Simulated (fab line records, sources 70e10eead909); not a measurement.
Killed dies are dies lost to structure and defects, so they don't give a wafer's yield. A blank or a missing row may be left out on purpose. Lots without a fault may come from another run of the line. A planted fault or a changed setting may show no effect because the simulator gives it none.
Chamber matching | flow nand_harc | NHARC_A_CHANNEL_FILL_D2_ETCHBACK_19 on rie_si-06: 4 sister chambers
The step etches the open film in HBr/Cl2, target depth 5 nm, time 1.7 s. 4 wafers are shown with their chamber, then 9 later ones without.

WAFERS WITH THEIR CHAMBER
wafer  | chamber | he_backside_leak_sccm (sccm)
L087.5 | 1       | 2.9
L090.2 | 3       | 2.5
L090.3 | 0       | 3.0
L090.6 | 2       | 3.0

WAFERS WITHOUT THEIR CHAMBER
wafer  | he_backside_leak_sccm (sccm)
L091.3 | 2.9
L091.4 | 2.5
L091.5 | 2.8
L096.2 | 3.1
L096.3 | 2.8
L096.4 | 2.5
L097.2 | 3.0
L097.3 | 2.8
L097.6 | 2.5

WHICH CHAMBER EACH WENT THROUGH
wafer  | from the rows above          | in truth
L091.3 | can't be placed: 1 or 0 or 2 | 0
L091.4 | 3                            | 3
L091.5 | can't be placed: 1 or 0 or 2 | 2
L096.2 | can't be placed: 0 or 2 or 1 | 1
L096.3 | can't be placed: 1 or 0 or 2 | 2
L096.4 | 3                            | 3
L097.2 | can't be placed: 0 or 2 or 1 | 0
L097.3 | can't be placed: 1 or 0 or 2 | 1
L097.6 | 3                            | 3
Placed correctly: 3 of 9. Can't be placed from these rows: 6 (the true chamber is among the candidates in 6). Placed wrongly: 0.
How it was worked out, from the rows above alone: a wafer's distance from a chamber is the root of the sum, over the readings, of the square of ((its reading less the chamber's mean) divided by the reading's scatter). The wafer belongs to the nearest chamber; if the next one is less than 2 further off, it can't be placed. A chamber's mean is the mean of its shown wafers. The scatter: with one shown wafer a chamber, the root of the mean of the squares of how far each hidden wafer lies from its nearest shown one.
